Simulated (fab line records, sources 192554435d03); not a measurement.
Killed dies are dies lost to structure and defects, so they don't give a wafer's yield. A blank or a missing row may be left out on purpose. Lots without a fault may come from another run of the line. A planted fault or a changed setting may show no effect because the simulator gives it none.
fab line records | flow n5_finfet
record lots=11 wafers=30 last_day=16
route steps=1938 shown BEOL_M13@1690 PASSIVATION@1936
lots that met no fault: from a run of the same line without faults
start_h: hours from the record's first day to the start of the lot's first wafer shown | wait_h: hours since the lot's step before | " the same as in the row above | L1.1+2: a row that stands for several wafers | - no value, or no start given | * or withheld: withheld | < > ~ a bound
route shown NAME@n: a module of which the file shows steps, and the number in the route of the first | usual: mean/standard deviation of fault-free wafers | same: alike in all rows | chamber/n: place in a boat | sites: the reading at each site | _std_site: their standard deviation | _edge_site: outer sites' mean less inner sites' | radius_mm: how far each site lies from the wafer's centre | mask NAME#n: copy n | behind: the tool/chamber that last shaped the wafer | hold: why the lot was held/for how many hours/how that ended | device: the transistor (n, p or np) that didn't switch | end of line: the same wafers' tests at the end of the route | a step without rows: its recipe alone | killed: dies lost to structure and defects at the first sort, not the wafer's yield | map: a wafer's dies, x killed, . not, _ none there
set.NAME: the setting as run; set.NAME@STEP: as run at that earlier step | model.NAME: the simulator's own value behind a step, which no gauge read
steps of the route over a sample of lots; a table a step, a row a wafer
services: from which hour (start_h, from the record's first day; less than 0 if before it) a tool's chamber was out of use, for how many hours, and why
## steps
# step N5_BEOL_M13_OVL_MEAS_29
# recipe points_per_wafer=44
# usual M13_OVL=0/5.7
# columns lot.wafer tool chamber start_h wait_h M13_OVL[nm]
L196.1 overlay-02 0 255.66 0.0 0
L196.3 " 0 " " 5
L196.5 " 0 " " -4
L197.3 overlay-01 0 261.36 0.0 5
L197.4 " 0 " " 12
L197.6 " 0 " " 5
L198.1 overlay-02 0 276.90 0.0 13
L198.3 " 0 " " 9
L198.6 " 0 " " 6
L201.3 overlay-01 0 282.42 0.0 3
L201.4 " 0 " " 3
L201.6 " 0 " " 5
L200.2 overlay-01 0 286.12 0.0 -2
L200.4 " 0 " " 0
L200.5 " 0 " " -9
L204.2 overlay-02 0 305.33 0.0 1
L204.4 " 0 " " -5
L204.6 " 0 " " -4
L206.1 overlay-02 0 311.34 0.0 -8
L206.3 " 0 " " -13
L206.4 " 0 " " -7
L209.2 overlay-02 0 334.63 0.0 3
L209.4 " 0 " " 0
L209.6 " 0 " " -3
L208.1 overlay-01 0 334.96 0.0 -2
L208.2 " 0 " " -4
L211.2 overlay-02 0 341.75 0.0 -3
L211.4 " 0 " " 1
L212.1 overlay-01 0 350.51 0.0 -5
L212.2 " 0 " " -3
# step N5_BEOL_M13_ETCH_67
# recipe chemistry=CF4 target=SiARC target_depth_a=1430 time_s=238.3 ion_energy_ev=80 pressure_mtorr=40 source_w=545 bias_w=36 Ar_flow_sccm=100 cf4_flow_sccm=100 ends=cleared
# usual chamber_pressure_mTorr=40.00/0.037 drypump_motor_current_A=5.6/0.46 etch_rf_on_time_s=239/6 oes_product_au=0.69/0.067 rf_vpp_V=183.9/1.1 showerhead_plenum_p_Torr=2.13/0.066 throttle_valve_pct=15.6/0.33
# columns lot.wafer tool chamber start_h wait_h chamber_pressure_mTorr drypump_motor_current_A etch_rf_on_time_s oes_product_au rf_hours_counter_h rf_vpp_V showerhead_plenum_p_Torr throttle_valve_pct
L196.1 rie_diel-02 2 255.75 0.0 39.98 5.7 250 0.55 248 185.0 2.12 15.6
L196.3 " 1 " " 40.04 5.9 230 0.71 91 183.9 2.07 15.3
L196.5 " 2 " " 39.97 5.7 251 0.56 - 184.0 2.12 15.6
L197.3 rie_diel-02 1 261.52 0.0 40.01 5.9 228 0.70 93 184.4 2.07 15.3
L197.4 " 2 " " 40.00 5.8 247 0.55 250 183.4 2.12 15.6
L197.6 " 1 " " 40.00 5.9 229 0.70 - 184.9 2.07 15.3
L198.1 rie_diel-06 1 276.99 0.0 40.00 5.1 246 0.78 14 185.8 2.27 15.4
L198.3 " 0 " " 39.92 5.4 242 0.69 91 182.6 2.08 15.8
L198.6 " 0 " " 40.01 5.3 244 0.69 - 182.7 2.08 15.8
L201.3 rie_diel-06 1 282.85 0.0 40.00 5.1 245 0.78 15 184.9 2.27 15.4
L201.4 " 2 " " 39.96 4.9 251 0.73 32 183.1 2.19 15.3
L201.6 " 2 " " 39.97 4.8 251 0.73 - 184.3 2.19 15.3
L200.2 rie_diel-02 2 286.22 0.0 40.00 5.8 235 0.84 2 184.3 2.11 15.2
L200.4 " 3 " " 39.98 5.1 232 0.64 161 183.1 2.07 16.1
L200.5 " 1 " " 40.04 5.9 230 0.69 - 184.2 2.07 15.3
L204.2 rie_diel-02 0 305.42 0.0 39.98 5.9 238 0.62 214 183.8 2.12 16.1
L204.4 " 3 " " 39.95 5.0 236 0.63 167 184.0 2.07 16.2
L204.6 " 0 " " 39.97 5.9 238 0.62 - 183.7 2.12 16.1
L206.1 rie_diel-06 1 311.51 0.0 39.99 5.2 245 0.76 26 185.8 2.27 15.4
L206.3 " 0 " " 39.96 5.3 240 0.68 103 183.1 2.08 15.8
L206.4 " 3 " " 40.04 5.3 230 0.61 216 181.6 2.05 16.1
L209.2 rie_diel-06 1 334.72 0.0 39.98 5.1 243 0.75 33 185.8 2.27 15.4
L209.4 " 3 " " 39.96 5.3 229 0.61 223 183.2 2.04 16.1
L209.6 " 0 " " 40.03 5.4 241 0.67 - 181.7 2.08 15.8
L208.1 rie_diel-06 2 335.37 0.0 40.01 4.8 251 0.72 50 186.3 2.19 15.4
L208.2 " 0 " " 40.01 5.3 245 0.66 111 182.1 2.08 15.8
L211.2 rie_diel-04 2 341.84 0.0 40.00 6.1 240 0.78 12 185.0 2.19 15.6
L211.4 " 0 " " 40.00 5.6 244 0.72 - 184.6 2.10 15.7
L212.1 rie_diel-04 2 350.60 0.0 39.92 6.1 237 0.78 17 184.7 2.19 15.6
L212.2 " 0 " " 40.04 5.5 238 0.73 47 185.1 2.10 15.7
# step N5_BEOL_M13_STRIP_37
# recipe chemistry=N2/H2 power_w=1000 temp_c=250 h2_frac=0.65 overash_fraction=0.3 pressure_mtorr=withheld n2_flow_sccm=1750 h2_flow_sccm=3250
# usual drypump_motor_current_A=5.5/0.47 heater_power_w=327/27 oes_product_au=0.785/0.012
# columns lot.wafer tool chamber start_h wait_h drypump_motor_current_A heater_power_w oes_product_au rf_hours_counter_h
L196.1 plasma_asher-01 0 256.33 0.0 6.1 301 0.785 131
L196.3 " 1 " " 4.9 360 0.808 -
L196.5 " 1 " " 4.9 362 0.783 -
L197.3 plasma_asher-02 1 262.12 0.1 5.6 334 0.769 -
L197.4 " 0 " " 5.5 327 0.805 -
L197.6 " 0 " " 5.5 329 0.785 -
L198.1 plasma_asher-01 1 277.57 0.0 5.0 362 0.776 136
L198.3 " 1 " " 5.0 350 0.779 -
L198.6 " 0 " " 6.2 283 0.780 -
L201.3 plasma_asher-01 1 283.45 0.1 4.9 358 0.764 -
L201.4 " 0 " " 6.2 283 0.778 -
L201.6 " 0 " " 6.2 282 0.801 -
L200.2 plasma_asher-01 1 286.80 0.0 4.9 351 0.769 137
L200.4 " 0 " " 6.1 279 0.779 -
L200.5 " 1 " " 5.0 353 0.787 -
L204.2 plasma_asher-02 1 306.00 0.0 5.6 344 0.784 78
L204.4 " 1 " " 5.6 338 0.790 -
L204.6 " 0 " " 5.5 324 0.762 -
L206.1 plasma_asher-02 1 312.09 0.0 5.6 330 0.791 81
L206.3 " 0 " " 5.5 333 0.795 -
L206.4 " 1 " " 5.6 343 0.790 -
L209.2 plasma_asher-02 1 335.30 0.0 5.6 327 0.767 86
L209.4 " 0 " " 5.5 323 0.801 -
L209.6 " 0 " " 5.5 323 0.780 -
L208.1 plasma_asher-01 0 335.96 0.0 6.2 289 0.780 144
L208.2 " 1 " " 4.9 358 0.790 144
L211.2 plasma_asher-02 1 342.42 0.0 5.6 340 0.795 89
L211.4 " 1 " " 5.6 346 0.804 -
L212.1 plasma_asher-01 1 351.18 0.0 5.0 355 0.762 148
L212.2 " 0 " " 6.2 291 0.775 148
# step N5_BEOL_M13_SPUTTER_43
# recipe material=TaN target_thk_a=150 temp_c=50 bias_v=168.6 power_w=15000 chamber_pressure_pa=0.12 time_s=24.19
# usual throttle_valve_pct=30.5/0.79
# columns lot.wafer tool chamber start_h wait_h throttle_valve_pct
L196.1 pvd_sputter-01 - 259.79 0.0 30.0
L196.3 " - " " 31.6
L196.5 " - " " 30.4
L197.3 pvd_sputter-02 - 269.53 0.0 29.9
L197.4 " - " " 30.6
L197.6 " - " " 30.6
L198.1 pvd_sputter-02 - 280.05 0.0 30.4
L198.3 " - " " 29.6
L198.6 " - " " 29.8
L201.3 pvd_sputter-03 - 284.97 0.0 29.9
L201.4 " - " " 32.0
L201.6 " - " " 29.6
L200.2 pvd_sputter-01 - 295.39 0.0 31.8
L200.4 " - " " 30.8
L200.5 " - " " 31.5
L204.2 pvd_sputter-03 - 306.93 0.0 32.2
L204.4 " - " " 31.4
L204.6 " - " " 28.7
L206.1 pvd_sputter-02 - 316.63 0.0 30.6
L206.3 " - " " 30.2
L206.4 " - " " 30.0
L209.2 pvd_sputter-03 - 336.27 0.0 29.0
L209.4 " - " " 29.1
L209.6 " - " " 29.8
L208.1 pvd_sputter-02 - 337.23 0.0 30.6
L208.2 " - " " 30.5
L211.2 pvd_sputter-02 - 344.70 0.0 29.4
L211.4 " - " " 30.6
L212.1 pvd_sputter-02 - 354.45 0.0 30.6
L212.2 " - " " 29.9
# step N5_BEOL_M13_CMP_49
# recipe stop_on=SiOC t_overpolish_s=17.1 down_force_psi=1 platen_rpm=50 clearing_platen_down_force_psi=1.5 clearing_platen_rpm=50 post_cmp_clean=cu_alkaline target_thk_nm=420 clearing_platen_pad_velocity_m_s=0.99484 pad_velocity_m_s=0.99484
# usual barrier_field_endpoint_s=29.8/0.97 motor_current_A=6.2/0.49 pad_life_wafers=1006/530
# columns lot.wafer tool chamber start_h wait_h barrier_field_endpoint_s motor_current_A pad_life_wafers
L196.3 cmp-04 0 260.78 0.4 29.6 6.3 133
L196.1 " 2 " " 30.4 6.7 135
L196.5 " 3 " " 28.8 6.0 -
L197.4 cmp-03 1 270.31 0.2 31.1 6.4 1009
L197.3 " 3 " " 29.6 6.4 1011
L197.6 " 1 " " 30.7 6.1 -
L198.1 cmp-03 0 280.82 0.3 29.9 7.2 1099
L198.3 " 1 " " 31.0 6.3 1100
L198.6 " 0 " " 29.0 6.9 -
L201.3 cmp-03 3 285.81 0.2 29.3 6.3 1146
L201.4 " 2 " " 29.1 5.9 1149
L201.6 " 3 " " 29.1 5.9 -
L200.2 cmp-03 0 296.20 0.3 28.6 7.1 1226
L200.4 " 1 " " 30.7 6.2 1227
L200.5 " 2 " " 29.8 6.1 -
L204.2 cmp-02 2 307.70 0.2 30.2 6.7 523
L204.4 " 0 " " 32.0 5.7 525
L204.6 " 1 " " 30.9 5.7 -
L206.1 cmp-02 3 317.49 0.3 30.5 5.3 600
L206.4 " 1 " " 30.8 5.6 602
L206.3 " 2 " " 29.9 6.6 603
L209.2 cmp-02 0 337.05 0.2 31.7 5.9 769
L209.4 " 1 " " 30.8 5.6 770
L209.6 " 0 " " 30.5 5.8 -
L208.1 cmp-04 1 338.45 0.3 28.8 6.8 732
L208.2 " 0 " " 42.7 6.2 735
L211.2 cmp-04 0 345.48 0.2 42.5 5.9 787
L211.4 " 1 " " 29.5 6.9 788
L212.1 cmp-02 2 355.22 0.3 31.0 6.5 912
L212.2 " 3 " " 45.2 5.3 913
# step N5_PASSIVATION_PROBE_49
# usual defect_limited_yield=90.5/1.7 killed_at_M0_to_M3=37/12 killed_at_M4_up=14/5.2 killed_at_contacts=12/5.9 killed_at_front_end=45/14 killed_at_other=3.5/2.8 killed_dies=112/21 killed_open=73/15 killed_short=36/8.9 sort_bin_5_function=5.6/1.2 sort_bin_6_memory=3.5/0.68 sort_bin_8_speed=0.01/0.1 sort_n_pass=1068/21 sort_yield_pct=90.5/1.8
# same gross_dies=1180 killed_at_back_side=0 sort_bin_4_leakage[%]=0
# columns lot.wafer tool chamber start_h wait_h defect_limited_yield[%] killed_at_M0_to_M3 killed_at_M4_up killed_at_contacts killed_at_front_end killed_at_other killed_dies killed_open killed_short sort_bin_5_function[%] sort_bin_6_memory[%] sort_bin_8_speed[%] sort_n_pass sort_yield_pct[%]
L208.1 prober-02 - 371.75 0.0 92.4 20 18 14 34 4 90 59 31 4.2 3.3 0 1090 92.4
L208.2 prober-02 - 371.80 0.1 93.1 30 6 6 37 2 81 50 29 4.2 2.4 0 1099 93.1
# killed by level:class
L208.1 STI_FIN_REVEAL:geometric_particle:open=9 MOL_CONTACT_COAG:geometric_particle:open=8 BEOL_M3:geometric_particle:open=8 FIN_SAQP:geometric_particle:open=7 GATE_CUT:geometric_particle:short=7 MOL_CONTACT_COAG:geometric_particle:short=6 FIN_SAQP:geometric_particle:short=4 BEOL_M1:geometric_particle:open=4
L208.2 STI_FIN_REVEAL:geometric_particle:open=11 BEOL_M3:geometric_particle:open=8 BEOL_M2:geometric_particle:open=6 FIN_SAQP:geometric_particle:short=5 MOL_CONTACT_COAG:geometric_particle:open=5 BEOL_M0_SAQP:geometric_particle:short=5 BEOL_M3:geometric_particle:short=5 DUMMY_GATE:geometric_particle:open=4
## services
# columns tool chamber start_h hours kind
cmp-02 - 240.93 4.0 pm
cmp-04 - 242.38 4.0 pm
rie_diel-02 3 243.66 9.1 repair
cmp-02 - 244.93 - consumable_replace:conditioner
plasma_asher-02 - 247.24 2.4 repair
rie_diel-02 2 249.10 3.6 repair
cmp-03 - 265.13 2.8 repair
rie_diel-02 2 265.88 - clean
rie_diel-02 2 265.88 - consumable_replace:focus_ring
rie_diel-02 2 265.88 14.2 scheduled_down
rie_diel-02 2 265.88 14.2 vent_cycle
rie_diel-06 - 266.11 2.8 pm
rie_diel-04 0 266.58 4.5 repair
cmp-03 - 276.80 1.5 repair
cmp-04 - 285.10 1.0 repair
pvd_sputter-02 - 288.91 7.9 repair
plasma_asher-02 - 295.48 1.0 repair
cmp-03 - 299.54 3.2 repair
pvd_sputter-02 - 303.50 6.2 repair
cmp-03 - 317.38 4.6 repair
cmp-04 - 322.56 3.9 pm
plasma_asher-02 - 322.98 0.8 repair
rie_diel-06 3 330.98 3.6 repair
rie_diel-06 3 344.09 19.8 repair
## key
first_sign step=N5_BEOL_M13_CMP_49 reading=barrier_field_endpoint_s direction=up sigmas=14 usual=29.8 struck=43.5
effect none on later readings
met_at N5_BEOL_M13_SPUTTER_43
struck_lots L208,L211,L212
struck_wafers L208.2,L211.2,L212.2
not_acting_at N5_BEOL_M13_OVL_MEAS_29,N5_BEOL_M13_ETCH_67,N5_BEOL_M13_STRIP_37
onset_between 316.63 337.23
fault kind=process_parameter_drift tool=pvd_sputter-02 chamber=- onset_h=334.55 steps=N5_BEOL_M13_SPUTTER_43 channel=time_s offset=* shape=step end_h=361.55 scope=struck_wafers_only acts_in=* stated=*
